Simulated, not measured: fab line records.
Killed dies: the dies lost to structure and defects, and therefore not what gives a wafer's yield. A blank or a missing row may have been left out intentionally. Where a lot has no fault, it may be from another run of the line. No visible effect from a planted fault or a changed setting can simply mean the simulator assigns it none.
Matching of chambers | flow n5 finfet | rie diel-01 running N5_MOL_CONTACT_COAG_CONTACT_ETCH_14: 4 sister chambers
The step etches SiO2 in C4F6/O2, target depth 27.5 nm, overetch 8.5 nm, time 20 s. 14 wafers are shown with their chamber, then 7 later ones without.

WAFERS, EACH WITH ITS CHAMBER
wafer  | chamber | throttle valve pct (%) | drypump motor current A (A) | oes product au (a.u.)
L077.1 | 3       | 20.87                  | 5.4                         | 0.70
L077.2 | 1       | 21.39                  | 5.7                         | 0.60
L077.5 | 1       | 21.41                  | 5.7                         | 0.61
L083.1 | 1       | 21.42                  | 5.6                         | 0.60
L083.2 | 3       | 20.90                  | 5.4                         | 0.69
L083.3 | 2       | 21.00                  | 5.3                         | 0.67
L085.1 | 3       | 20.89                  | 5.4                         | 0.70
L085.3 | 0       | 21.70                  | 6.2                         | 0.61
L085.5 | 2       | 21.02                  | 5.3                         | 0.67
L086.2 | 3       | 20.90                  | 5.3                         | 0.69
L086.3 | 2       | 21.00                  | 5.3                         | 0.67
L086.6 | 1       | 21.44                  | 5.7                         | 0.59
L092.1 | 1       | 21.45                  | 5.6                         | 0.59
L092.2 | 0       | 21.72                  | 6.2                         | 0.59

SIGNATURES (averages over the wafers above)
reading                 | chamber 0 | chamber 1 | chamber 2 | chamber 3 | scatter within a chamber
throttle valve pct      | 21.7100   | 21.4220   | 21.0067   | 20.8900   | 0.0183
drypump motor current A | 6.200     | 5.660     | 5.300     | 5.375     | 0.0442
oes product au          | 0.6000    | 0.5980    | 0.6700    | 0.6950    | 0.00762
Rule: a wafer lies at a distance from a chamber equal to the root of the sum of squares, over the readings, of (its reading less the chamber's mean, divided by the reading's scatter). The wafer belongs to the nearest chamber; if the next one is less than 2 further off, it can't be placed. The scatter is the square root of a quotient: the sum, over the shown wafers, of each reading's squared deviation from its chamber's mean, divided by wafers minus chambers.

WAFERS WHOSE CHAMBER IS MISSING
wafer  | throttle valve pct (%) | drypump motor current A (A) | oes product au (a.u.)
L092.4 | 20.91                  | 5.3                         | 0.69
L094.1 | 20.91                  | 5.4                         | 0.68
L094.5 | 21.73                  | 6.2                         | 0.59
L094.6 | 21.46                  | 5.7                         | 0.59
L096.1 | 21.75                  | 6.2                         | 0.58
L096.4 | 21.04                  | 5.3                         | 0.65
L096.5 | 20.92                  | 5.3                         | 0.67

WHICH CHAMBER EACH WENT THROUGH
wafer  | from the rows above     | in truth
L092.4 | 3                       | 3
L094.1 | 3                       | 3
L094.5 | 0                       | 0
L094.6 | 1                       | 1
L096.1 | 0                       | 0
L096.4 | 2                       | 2
L096.5 | can't be placed: 3 or 2 | 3
Correct placement for 6 of the 7. These rows do not allow placing 1 (true chamber among the candidates in 1). Wrongly placed: 0.
